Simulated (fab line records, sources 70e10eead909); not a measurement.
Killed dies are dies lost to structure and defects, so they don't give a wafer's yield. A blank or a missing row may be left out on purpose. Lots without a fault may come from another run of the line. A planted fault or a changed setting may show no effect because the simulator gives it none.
One fault seen from 2 desks | flow nand_harc | each desk has only its own numbers; what lay behind them comes last

THE METROLOGY DESK
What the gauges read, lot by lot, whatever tool the lot ran on: means of the sampled wafers that have a number. A lot is out of limits, marked OUT, if its mean lies more than 4 standard deviations from the usual mean; the brackets give that distance.
Columns: A = thk_nm at NHARC_A_ONON_D1_THK_MEAS_05, usual 1000 nm
lot  | first seen here | A
L372 | day 7 12:56     | 991
L374 | day 8 08:20     | 1000
L375 | day 8 22:08     | 1003
L377 | day 10 01:46    | 989
L378 | day 10 07:40    | 996
L379 | day 11 00:23    | 989
L380 | day 11 00:35    | 998
L381 | day 11 05:55    | 1008
L383 | day 12 09:30    | 1011
L390 | day 15 09:50    | 965
L391 | day 15 14:53    | 946 (-5.9) OUT
L393 | day 16 09:40    | 1011
L394 | day 16 23:08    | 1008
L395 | day 17 10:42    | 992
This desk's finding: out of limits on L391; first on L391, day 15 14:53 (thk_nm at NHARC_A_ONON_D1_THK_MEAS_05). In limits: L372, L374, L375, L377, L378, L379, L380, L381, L383, L390, L393, L394, L395.

THE DEFECT DESK
What the inspections along the route counted, lot by lot: means of the sampled wafers that have a number. A lot is out of limits, marked OUT, if its mean lies more than 4 standard deviations from the usual mean; the brackets give that distance.
Columns: A = raw_defect_count at NHARC_A_ZERO_WELL_INSPECT_17, usual 11
lot  | first seen here | A
L372 | day 6 15:54     | 11
L374 | day 7 10:59     | 7
L375 | day 8 01:37     | 11
L377 | day 9 05:10     | 11
L378 | day 9 07:56     | 15
L379 | day 10 01:43    | 17
L380 | day 10 02:52    | 9
L381 | day 10 08:47    | 7
L383 | day 11 10:20    | 13
L390 | day 14 12:25    | 16
L391 | day 14 17:27    | 15
L393 | day 15 13:03    | 18
L394 | day 15 22:36    | 11
L395 | day 16 10:25    | 4
This desk's finding: nothing out of limits on any of the 14 lots.

PUT TOGETHER
The metrology desk could have raised an alarm at day 15 14:53, on L391.
The defect desk saw nothing out of limits.
The defect desk has L391 on record, within its limits.
Of the lots named, all ran NHARC_A_ONON_D1_DEP_03 on pecvd_onon-02.

WHAT THE SIMULATOR HAD PUT IN
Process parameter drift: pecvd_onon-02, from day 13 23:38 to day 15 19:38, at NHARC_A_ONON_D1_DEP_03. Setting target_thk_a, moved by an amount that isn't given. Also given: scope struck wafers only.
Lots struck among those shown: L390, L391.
Hours from the fault's start to each desk's first reading out of limits: the metrology desk, 39.
